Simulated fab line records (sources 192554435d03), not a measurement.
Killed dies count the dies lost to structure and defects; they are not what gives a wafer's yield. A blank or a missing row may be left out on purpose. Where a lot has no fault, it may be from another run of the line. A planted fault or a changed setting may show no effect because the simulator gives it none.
fab line records | flow n5-finfet
[record] lots = 6 | wafers = 18 | last-day = 16
route steps=1938 shown BEOL_M0_SAQP@682 BEOL_M4@1111
lots with no fault: from the same line, run without faults
start-h: hours from the record's opening day to when the first of the lot's shown wafers began | wait-h: hours from the lot's prior step to this one | " unchanged from the row above | L1.1+2: several wafers, shown together as one row | - no value, or no start given | * or withheld: withheld | < > ~ a bound
route shown NAME@n: names a module that has steps shown in the file, with the first one's number in the route | usual: mean and standard deviation over wafers with no fault | same: alike in all rows | chamber/n: place in a boat | sites: the reading at each site | _std_site: the standard deviation of these | _edge_site: the outer-site mean with the inner-site mean subtracted | radius-mm: for every site, how far away it sits from the centre of the wafer | mask NAME#n: copy n | behind: the last tool/chamber to shape the wafer | hold: reason for holding the lot/hours on hold/outcome of the hold | device: transistor that didn't switch, given as n, p or np | end of line: at the end of the route, the tests of the same wafers | where a step has no rows: the recipe by itself | killed: dies lost to structure and defects at the first sort, not the wafer's yield | map: a wafer's dies, x killed, . not, _ none there
set.NAME: setting as actually run; set.NAME@STEP: the setting as run at that earlier step | model.NAME: the simulator's own value behind a step, which no gauge read
lots seen at some steps along the route; tables by step, rows by wafer
services: when a tool's chamber went out of use (start-h, in hours from the record's first day, below 0 if earlier), for how many hours, and the reason
[[steps]]
[step N5_BEOL_M0_SAQP_COAT_87]
[recipe] resist = underlayer | temp-c = 205 | time-s = 60 | spin-rpm = 1500 | resist-thk-nm = 5
[step N5_BEOL_M0_SAQP_COAT_34]
[recipe] resist = CAR-EUV | spin-rpm = 1500 | resist-thk-nm = 30
[step N5_BEOL_M0_SAQP_EBR_36]
[recipe] solvent = PGMEA | ebr-width-mm = 1.5
[step N5_BEOL_M0_SAQP_SOFTBAKE_35]
[recipe] temp-c = 110 | time-s = 60 | resist = CAR-EUV
[step N5_BEOL_M0_SAQP_EXPOSE_37]
[recipe] mask-id = M0_CUT1 | na = 0.33 | source-shape = annular | sigma-inner = 0.35 | sigma-outer = 0.8 | polarization = unpolarized | target-cd-nm = 30 | dose-mj = 44.75
[step N5_BEOL_M0_SAQP_PEB_38]
[recipe] peb-temp-c = 100 | peb-time-s = 60 | resist = CAR-EUV
[step N5_BEOL_M0_SAQP_DEVELOP_39]
[recipe] develop-time-s = 30 | developer = TMAH | resist = CAR-EUV | rinse-liquid = surfactant-rinse | dry = air-spin | dev-temp-c = 23
[step N5_BEOL_M0_SAQP_CD_MEAS_40]
[recipe] target-cd-nm = 30 | landing-energy-ev = 500 | detector = se-inlens
[usual] cd-nm = 29.96/0.25
lot.wafer | tool      | chamber | start-h | wait-h | cd-nm
L851.1    | cd-sem-02 | 0       | 114.03  | -      | 29.64
L851.5    | "         | 0       | "       | "      | 29.60
L851.6    | "         | 0       | "       | "      | 29.84
L856.1    | cd-sem-02 | 0       | 145.77  | -      | 30.10
L856.3    | "         | 0       | "       | "      | 29.57
L856.5    | "         | 0       | "       | "      | 30.25
L864.2    | cd-sem-03 | 0       | 194.10  | -      | 30.49
L864.3    | "         | 0       | "       | "      | 30.16
L864.6    | "         | 0       | "       | "      | 30.05
L870.1    | cd-sem-01 | 0       | 223.78  | -      | 29.79
L870.3    | "         | 0       | "       | "      | 30.18
L870.6    | "         | 0       | "       | "      | 30.38
L871.3    | cd-sem-02 | 0       | 228.07  | -      | 29.54
L871.5    | "         | 0       | "       | "      | 30.02
L871.6    | "         | 0       | "       | "      | 29.56
L872.2    | cd-sem-02 | 0       | 232.16  | -      | 29.74
L872.3    | "         | 0       | "       | "      | 29.33
L872.6    | "         | 0       | "       | "      | 29.69
[step N5_BEOL_M0_SAQP_OVL_MEAS_41]
[recipe] points-per-wafer = 522
[usual] M0_CUT1_OVL = 0.1/0.74
lot.wafer | tool       | chamber | start-h | wait-h | M0_CUT1_OVL[nm]
L851.1    | overlay-02 | 0       | 114.06  | 0.0    | 0.6
L851.5    | "          | 0       | "       | "      | 0.1
L851.6    | "          | 0       | "       | "      | -1.5
L856.1    | overlay-01 | 0       | 145.80  | 0.0    | -0.5
L856.3    | "          | 0       | "       | "      | -1.4
L856.5    | "          | 0       | "       | "      | -0.4
L864.2    | overlay-01 | 0       | 194.13  | 0.0    | -0.5
L864.3    | "          | 0       | "       | "      | -0.5
L864.6    | "          | 0       | "       | "      | -0.8
L870.1    | overlay-01 | 0       | 223.81  | 0.0    | -0.5
L870.3    | "          | 0       | "       | "      | -0.5
L870.6    | "          | 0       | "       | "      | -0.6
L871.3    | overlay-01 | 0       | 228.11  | 0.0    | 0.3
L871.5    | "          | 0       | "       | "      | 0.9
L871.6    | "          | 0       | "       | "      | -0.6
L872.2    | overlay-01 | 0       | 232.19  | 0.0    | 0.5
L872.3    | "          | 0       | "       | "      | 0.5
L872.6    | "          | 0       | "       | "      | 0.5
[step N5_BEOL_M0_SAQP_INSPECT_42]
[recipe] mode = adi | inspect-instrument = brightfield
[usual] raw-defect-count = 284/82
lot.wafer | tool              | chamber | start-h | wait-h | raw-defect-count
L851.1    | defect-inspect-02 | -       | 114.12  | 0.1    | 239
L851.5    | "                 | -       | "       | "      | 157
L851.6    | "                 | -       | "       | "      | 202
L856.1    | defect-inspect-01 | -       | 145.86  | 0.1    | 377
L856.3    | "                 | -       | "       | "      | 273
L856.5    | "                 | -       | "       | "      | 267
L864.2    | defect-inspect-02 | -       | 194.19  | 0.0    | 285
L864.3    | "                 | -       | "       | "      | 398
L864.6    | "                 | -       | "       | "      | 323
L870.1    | defect-inspect-02 | -       | 223.87  | 0.1    | 255
L870.3    | "                 | -       | "       | "      | 286
L870.6    | "                 | -       | "       | "      | 340
L871.3    | defect-inspect-01 | -       | 228.16  | 0.0    | 268
L871.5    | "                 | -       | "       | "      | 225
L871.6    | "                 | -       | "       | "      | 251
L872.2    | defect-inspect-02 | -       | 232.25  | 0.0    | 238
L872.3    | "                 | -       | "       | "      | 224
L872.6    | "                 | -       | "       | "      | 193
[step N5_BEOL_M0_SAQP_DESCUM_45]
[recipe] chemistry = O2 | time-s = 7 | source-power-w = 50 | bias-power-w = 20 | pressure-mtorr = 20 | rf-frequency-hz = 2.712e+07 | temp-c = 40 | resist = CAR-EUV | o2-flow-sccm = 225
[usual] drypump-motor-current-A = 5.7/0.56 | oes-product-au = 0.80/0.067 | rf-fwd-power-W = 49.39/0.17 | rf-vpp-V = 243.1/1.2 | showerhead-plenum-p-Torr = 2.10/0.048 | throttle-valve-pct = 20.38/0.21
lot.wafer | tool        | chamber | start-h | wait-h | drypump-motor-current-A | oes-product-au | rf-fwd-power-W | rf-hours-counter-h | rf-vpp-V | showerhead-plenum-p-Torr | throttle-valve-pct
L851.1    | rie-diel-02 | 0       | 114.15  | 0.0    | 5.4                     | 0.91           | 49.43          | 28                 | 241.2    | 2.08                     | 20.07
L851.5    | "           | 3       | "       | "      | 5.4                     | 0.76           | 49.49          | -                  | 242.2    | 2.10                     | 20.62
L851.6    | "           | 0       | "       | "      | 5.4                     | 0.91           | 49.35          | -                  | 242.5    | 2.08                     | 20.05
L856.1    | rie-diel-03 | 1       | 145.89  | 0.0    | 4.8                     | 0.94           | 49.43          | 6                  | 244.6    | 2.15                     | 20.19
L856.3    | "           | 0       | "       | "      | 5.3                     | 0.86           | 49.22          | 68                 | 241.6    | 2.05                     | 20.46
L856.5    | "           | 2       | "       | "      | 5.7                     | 0.71           | 49.44          | -                  | 242.7    | 2.17                     | 20.55
L864.2    | rie-diel-02 | 1       | 194.22  | 0.0    | 5.7                     | 0.80           | 49.31          | 96                 | 241.9    | 2.02                     | 20.28
L864.3    | "           | 2       | "       | "      | 6.4                     | 0.72           | 49.38          | 168                | 244.2    | 2.12                     | 20.77
L864.6    | "           | 2       | "       | "      | 6.4                     | 0.72           | 49.35          | -                  | 243.5    | 2.12                     | 20.79
L870.1    | rie-diel-02 | 1       | 223.99  | 0.1    | 5.7                     | 0.78           | 49.45          | 104                | 242.9    | 2.02                     | 20.29
L870.3    | "           | 0       | "       | "      | 5.4                     | 0.86           | 49.21          | 61                 | 242.5    | 2.07                     | 20.11
L870.6    | "           | 3       | "       | "      | 5.4                     | 0.74           | 49.44          | -                  | 242.6    | 2.08                     | 20.66
L871.3    | rie-diel-05 | 0       | 228.19  | 0.0    | 5.8                     | 0.71           | 49.40          | 237                | 242.3    | 2.04                     | 20.29
L871.5    | "           | 1       | "       | "      | 5.6                     | 0.73           | 49.48          | -                  | 245.3    | 2.16                     | 20.22
L871.6    | "           | 2       | "       | "      | 5.9                     | 0.80           | 49.40          | -                  | 242.7    | 2.12                     | 20.26
L872.2    | rie-diel-05 | 1       | 232.28  | 0.0    | 5.7                     | 0.73           | 49.45          | 178                | 244.0    | 2.16                     | 20.23
L872.3    | "           | 0       | "       | "      | 5.8                     | 0.71           | 49.41          | 238                | 242.2    | 2.04                     | 20.30
L872.6    | "           | 2       | "       | "      | 5.9                     | 0.80           | 49.58          | -                  | 244.0    | 2.12                     | 20.28
[step N5_BEOL_M0_SAQP_ETCH_88]
[recipe] chemistry = N2/H2 | target = underlayer | target-depth-a = 65 | time-s = 5.2 | ion-energy-ev = 200 | mask-material = CAR-EUV | pressure-mtorr = 30 | source-w = 840 | bias-w = 150 | n2-flow-sccm = 200 | h2-flow-sccm = 200 | ends = cleared
[usual] drypump-motor-current-A = 5.8/0.56 | etch-rf-on-time-s = 5.12/0.14 | oes-product-au = 0.69/0.065 | rf-fwd-power-W = 818.8/2.3 | rf-vpp-V = 523.9/2.1 | showerhead-plenum-p-Torr = 2.54/0.054 | throttle-valve-pct = 17.78/0.21
lot.wafer | tool        | chamber | start-h | wait-h | drypump-motor-current-A | etch-rf-on-time-s | oes-product-au | rf-fwd-power-W | rf-hours-counter-h | rf-vpp-V | showerhead-plenum-p-Torr | throttle-valve-pct
L851.1    | rie-diel-02 | 0       | 114.19  | 0.0    | 5.4                     | 4.82              | 0.81           | 816.6          | 28                 | 521.4    | 2.52                     | 17.46
L851.5    | "           | 3       | "       | "      | 5.4                     | 5.32              | 0.63           | 818.5          | -                  | 526.5    | 2.57                     | 18.20
L851.6    | "           | 0       | "       | "      | 5.4                     | 4.85              | 0.81           | 817.1          | -                  | 520.9    | 2.51                     | 17.44
L856.1    | rie-diel-03 | 1       | 145.93  | 0.0    | 4.8                     | 5.10              | 0.80           | 817.3          | 6                  | 527.0    | 2.61                     | 17.64
L856.3    | "           | 0       | "       | "      | 5.3                     | 5.03              | 0.74           | 818.1          | 68                 | 522.8    | 2.48                     | 17.79
L856.5    | "           | 2       | "       | "      | 5.8                     | 5.16              | 0.60           | 815.6          | -                  | 526.4    | 2.61                     | 17.86
L864.2    | rie-diel-02 | 1       | 194.25  | 0.0    | 5.7                     | 5.05              | 0.69           | 816.9          | 96                 | 521.2    | 2.45                     | 17.83
L864.3    | "           | 2       | "       | "      | 6.4                     | 5.32              | 0.60           | 820.9          | 168                | 524.1    | 2.52                     | 17.87
L864.6    | "           | 2       | "       | "      | 6.5                     | 5.34              | 0.60           | 820.7          | -                  | 525.8    | 2.52                     | 17.89
L870.1    | rie-diel-02 | 1       | 224.03  | 0.0    | 5.7                     | 5.11              | 0.68           | 817.4          | 104                | 521.7    | 2.45                     | 17.85
L870.3    | "           | 0       | "       | "      | 5.4                     | 4.94              | 0.76           | 818.5          | 61                 | 521.5    | 2.50                     | 17.50
L870.6    | "           | 3       | "       | "      | 5.4                     | 5.33              | 0.62           | 818.3          | -                  | 523.6    | 2.56                     | 18.26
L871.3    | rie-diel-05 | 0       | 228.23  | 0.0    | 5.9                     | 5.30              | 0.60           | 821.6          | 237                | 525.4    | 2.50                     | 17.98
L871.5    | "           | 1       | "       | "      | 5.6                     | 5.30              | 0.62           | 814.4          | -                  | 525.8    | 2.61                     | 17.60
L871.6    | "           | 2       | "       | "      | 5.9                     | 5.02              | 0.68           | 814.5          | -                  | 526.1    | 2.54                     | 17.48
L872.2    | rie-diel-05 | 1       | 232.31  | 0.0    | 5.6                     | 5.29              | 0.62           | 817.4          | 178                | 528.5    | 2.61                     | 17.62
L872.3    | "           | 0       | "       | "      | 5.8                     | 5.31              | 0.60           | 822.1          | 238                | 521.7    | 2.50                     | 17.98
L872.6    | "           | 2       | "       | "      | 5.9                     | 5.05              | 0.69           | 818.6          | -                  | 523.0    | 2.54                     | 17.49
[step N5_BEOL_M0_SAQP_ETCH_73]
[recipe] chemistry = CF4 | target = SiARC | target-depth-a = 195 | mask-material = CAR-EUV | time-s = 32.5 | ion-energy-ev = 80 | pressure-mtorr = 40 | source-w = 545 | bias-w = 36 | Ar_flow_sccm = 100 | cf4-flow-sccm = 100 | ends = cleared
[usual] cf4-flow-sccm = 99.96/0.26 | drypump-motor-current-A = 5.7/0.56 | etch-rf-on-time-s = 32.1/0.74 | oes-product-au = 0.69/0.063 | rf-fwd-power-W = 533.0/2.5 | rf-vpp-V = 184.0/0.97 | showerhead-plenum-p-Torr = 2.14/0.047 | throttle-valve-pct = 15.51/0.2
lot.wafer | tool        | chamber | start-h | wait-h | cf4-flow-sccm | drypump-motor-current-A | etch-rf-on-time-s | oes-product-au | rf-fwd-power-W | rf-hours-counter-h | rf-vpp-V | showerhead-plenum-p-Torr | throttle-valve-pct
L851.1    | rie-diel-02 | 0       | 114.21  | 0.0    | 99.66         | 5.4                     | 31.0              | 0.80           | 532.8          | 28                 | 182.6    | 2.09                     | 14.98
L851.5    | "           | 3       | "       | "      | 99.46         | 5.4                     | 33.5              | 0.64           | 534.5          | -                  | 183.7    | 2.11                     | 15.64
L851.6    | "           | 0       | "       | "      | 100.25        | 5.4                     | 30.9              | 0.80           | 532.6          | -                  | 184.0    | 2.09                     | 14.98
L856.1    | rie-diel-03 | 1       | 145.95  | 0.0    | 99.64         | 4.8                     | 32.4              | 0.80           | 534.7          | 6                  | 184.2    | 2.19                     | 15.39
L856.3    | "           | 0       | "       | "      | 99.80         | 5.3                     | 31.9              | 0.74           | 534.6          | 68                 | 184.5    | 2.08                     | 15.46
L856.5    | "           | 2       | "       | "      | 99.81         | 5.7                     | 32.7              | 0.60           | 532.8          | -                  | 184.2    | 2.21                     | 15.71
L864.2    | rie-diel-02 | 1       | 194.27  | 0.0    | 100.13        | 5.7                     | 32.1              | 0.68           | 531.7          | 96                 | 184.0    | 2.07                     | 15.42
L864.3    | "           | 2       | "       | "      | 100.03        | 6.4                     | 33.3              | 0.61           | 529.4          | 168                | 184.2    | 2.13                     | 15.78
L864.6    | "           | 2       | "       | "      | 100.08        | 6.4                     | 20.9              | 0.80           | 530.3          | -                  | 183.5    | 2.13                     | 15.79
L870.1    | rie-diel-02 | 1       | 224.05  | 0.0    | 100.12        | 5.7                     | 32.2              | 0.67           | 534.4          | 104                | 182.2    | 2.07                     | 15.44
L870.3    | "           | 0       | "       | "      | 99.87         | 5.4                     | 30.9              | 0.75           | 534.2          | 61                 | 184.1    | 2.08                     | 15.05
L870.6    | "           | 3       | "       | "      | 99.68         | 5.4                     | 20.6              | 0.83           | 531.0          | -                  | 184.7    | 2.10                     | 15.70
L871.3    | rie-diel-05 | 0       | 228.25  | 0.0    | 99.75         | 5.8                     | 33.4              | 0.60           | 531.6          | 237                | 183.8    | 2.11                     | 15.74
L871.5    | "           | 1       | "       | "      | 99.80         | 5.6                     | 32.1              | 0.62           | 533.2          | -                  | 185.6    | 2.20                     | 15.47
L871.6    | "           | 2       | "       | "      | 100.13        | 5.8                     | 31.3              | 0.69           | 530.3          | -                  | 184.7    | 2.16                     | 15.44
L872.2    | rie-diel-05 | 1       | 232.33  | 0.0    | 99.99         | 5.7                     | 32.5              | 0.62           | 534.1          | 178                | 184.7    | 2.20                     | 15.47
L872.3    | "           | 0       | "       | "      | 99.87         | 5.9                     | 33.5              | 0.60           | 533.9          | 238                | 184.5    | 2.11                     | 15.72
L872.6    | "           | 2       | "       | "      | 99.51         | 5.9                     | 31.3              | 0.70           | 529.7          | -                  | 183.5    | 2.16                     | 15.46
[step N5_BEOL_M0_SAQP_CUT_ETCH_46]
[recipe] chemistry = N2/H2 | target = SOC | target-depth-a = 1350 | overetch-a = 270 | temp-c = 40 | time-s = 202.5 | ion-energy-ev = 200 | mask-material = SiARC | pressure-mtorr = 30 | source-w = 840 | bias-w = 150 | n2-flow-sccm = 200 | h2-flow-sccm = 200
[usual] drypump-motor-current-A = 5.8/0.57 | rf-fwd-power-W = 838.0/2.8 | rf-vpp-V = 523.8/1.8 | showerhead-plenum-p-Torr = 2.54/0.054 | throttle-valve-pct = 17.73/0.21
lot.wafer | tool        | chamber | start-h | wait-h | drypump-motor-current-A | rf-fwd-power-W | rf-hours-counter-h | rf-vpp-V | showerhead-plenum-p-Torr | throttle-valve-pct
L851.1    | rie-diel-02 | 0       | 114.24  | 0.0    | 5.4                     | 838.1          | 28                 | 522.1    | 2.52                     | 17.41
L851.5    | "           | 3       | "       | "      | 5.4                     | 837.9          | -                  | 523.4    | 2.57                     | 18.19
L851.6    | "           | 0       | "       | "      | 5.4                     | 837.6          | -                  | 521.9    | 2.51                     | 17.40
L856.1    | rie-diel-03 | 1       | 145.98  | 0.0    | 4.8                     | 840.2          | 6                  | 526.2    | 2.61                     | 17.60
L856.3    | "           | 0       | "       | "      | 5.3                     | 840.1          | 68                 | 521.4    | 2.48                     | 17.74
L856.5    | "           | 2       | "       | "      | 5.7                     | 833.9          | -                  | 526.0    | 2.61                     | 17.82
L864.2    | rie-diel-02 | 1       | 194.30  | 0.0    | 5.7                     | 838.1          | 96                 | 521.9    | 2.45                     | 17.78
L864.3    | "           | 2       | "       | "      | 6.4                     | 838.8          | 168                | 524.5    | 2.52                     | 17.86
L864.6    | "           | 2       | "       | "      | 6.4                     | 837.0          | -                  | 523.2    | 2.52                     | 17.85
L870.1    | rie-diel-02 | 1       | 224.08  | 0.0    | 5.7                     | 838.9          | 105                | 521.1    | 2.45                     | 17.77
L870.3    | "           | 0       | "       | "      | 5.4                     | 835.7          | 61                 | 522.5    | 2.50                     | 17.44
L870.6    | "           | 3       | "       | "      | 5.4                     | 837.5          | -                  | 523.6    | 2.56                     | 18.24
L871.3    | rie-diel-05 | 0       | 228.28  | 0.0    | 5.8                     | 840.2          | 237                | 522.6    | 2.50                     | 17.92
L871.5    | "           | 1       | "       | "      | 5.6                     | 836.9          | -                  | 526.6    | 2.61                     | 17.55
L871.6    | "           | 2       | "       | "      | 5.9                     | 836.3          | -                  | 524.2    | 2.54                     | 17.45
L872.2    | rie-diel-05 | 1       | 232.36  | 0.0    | 5.7                     | 837.9          | 178                | 525.8    | 2.61                     | 17.57
L872.3    | "           | 0       | "       | "      | 5.8                     | 836.8          | 238                | 522.3    | 2.50                     | 17.93
L872.6    | "           | 2       | "       | "      | 5.9                     | 837.1          | -                  | 524.2    | 2.54                     | 17.45
[step N5_BEOL_M4_RC_MEAS_101]
[usual] DIBL_N = 36.0/2.2 | DIBL_P = 35.9/2.6 | IOFF_N = 0.16/0.038 | IOFF_P = 0.21/0.042 | ION_N = 675/15 | ION_P = 463/10 | SS_N = 71.5/0.62 | SS_P = 73.2/0.76 | VT_N = 250/4.1 | VT_P = -251/3.6
lot.wafer | tool      | chamber | start-h | wait-h | DIBL_N[mV/V] | DIBL_P[mV/V] | IOFF_N[nA/um] | IOFF_P[nA/um] | ION_N[uA/um] | ION_P[uA/um] | SS_N[mV/dec] | SS_P[mV/dec] | VT_N[mV] | VT_P[mV]
L851.1    | prober-01 | 0       | 164.54  | 0.0    | 37.6         | 36.9         | 0.17          | 0.23          | 690          | 472          | 72.3         | 74.0         | 251      | -250
L851.5    | "         | 0       | "       | "      | 34.1         | 34.2         | 0.12          | 0.19          | 656          | 460          | 71.1         | 72.2         | 256      | -249
L851.6    | "         | 0       | "       | "      | 37.6         | 37.2         | 0.17          | 0.23          | 681          | 473          | 71.8         | 73.5         | 248      | -248
L856.1    | prober-01 | 0       | 195.21  | 0.0    | 34.6         | 34.5         | 0.14          | 0.19          | 683          | 470          | 71.3         | 73.1         | 249      | -251
L856.3    | "         | 0       | "       | "      | 31.4         | 31.4         | 0.11          | 0.16          | 667          | 461          | 70.3         | 72.1         | 251      | -252
L856.5    | "         | 0       | "       | "      | 35.9         | 36.8         | 0.16          | 0.20          | 689          | 465          | 71.7         | 73.3         | 249      | -252
L864.2    | prober-02 | 0       | 253.82  | 0.2    | 37.5         | 36.4         | 0.17          | 0.21          | 690          | 475          | 71.8         | 73.3         | 250      | -251
L864.3    | "         | 0       | "       | "      | 37.1         | 36.4         | 0.16          | 0.20          | 676          | 464          | 72.0         | 73.1         | 251      | -249
L864.6    | "         | 0       | "       | "      | 37.3         | 36.6         | 0.17          | 0.21          | 687          | 467          | 71.5         | 73.7         | 249      | -247
L870.1    | prober-02 | 0       | 281.12  | 0.0    | 37.3         | 38.4         | 0.18          | 0.23          | 685          | 471          | 70.4         | 72.5         | 246      | -247
L870.3    | "         | 0       | "       | "      | 38.6         | 39.5         | 0.19          | 0.25          | 699          | 479          | 71.2         | 73.5         | 247      | -246
L870.6    | "         | 0       | "       | "      | 36.1         | 37.1         | 0.14          | 0.21          | 680          | 471          | 71.4         | 73.1         | 250      | -251
L872.2    | prober-02 | 0       | 290.32  | 0.2    | 35.4         | 35.1         | 0.15          | 0.23          | 689          | 476          | 71.6         | 72.3         | 251      | -248
L872.3    | "         | 0       | "       | "      | 36.3         | 35.1         | 0.17          | 0.23          | 670          | 457          | 71.5         | 73.2         | 251      | -247
L872.6    | "         | 0       | "       | "      | 37.3         | 37.0         | 0.20          | 0.27          | 702          | 480          | 71.6         | 73.8         | 246      | -244
L871.3    | prober-02 | 0       | 293.88  | 0.3    | 35.8         | 36.7         | 0.17          | 0.21          | 692          | 470          | 71.0         | 73.0         | 248      | -250
L871.5    | "         | 0       | "       | "      | 35.7         | 36.8         | 0.16          | 0.21          | 664          | 456          | 71.4         | 73.1         | 251      | -251
L871.6    | "         | 0       | "       | "      | 39.5         | 40.8         | 0.26          | 0.29          | 706          | 482          | 72.5         | 75.1         | 245      | -244
[[services]]
tool        | chamber | start-h | hours | kind
rie-diel-02 | 2       | 95.78   | 4.7   | repair
rie-diel-02 | 3       | 97.68   | 4.5   | repair
rie-diel-03 | 1       | 109.14  | -     | clean
rie-diel-03 | 1       | 109.14  | -     | consumable-replace:focus-ring
rie-diel-03 | 1       | 109.14  | 17.6  | scheduled-down
rie-diel-03 | 1       | 109.14  | 17.6  | vent-cycle
rie-diel-02 | 3       | 119.31  | 7.9   | repair
rie-diel-05 | -       | 122.19  | 0.2   | repair
rie-diel-05 | 3       | 129.67  | 16.7  | repair
rie-diel-05 | -       | 159.80  | 1.1   | repair
rie-diel-03 | 2       | 189.48  | 14.7  | repair
[[key]]
[first-sign] step = N5_BEOL_M0_SAQP_ETCH_73 | reading = etch-rf-on-time-s | direction = down | sigmas = 15 | usual = * | struck = *
effect none on later readings
met-at N5_BEOL_M0_SAQP_ETCH_73
struck-wafers L864.6,L870.6
onset-between 114.21 194.27
[fault] kind = process-parameter-drift | tool = rie-diel-02 | chamber = - | onset-h = 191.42 | steps = N5_BEOL_M0_SAQP_ETCH_73 | channel = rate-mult | offset = 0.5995 | shape = step | end-h = 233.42 | scope = struck-wafers-only
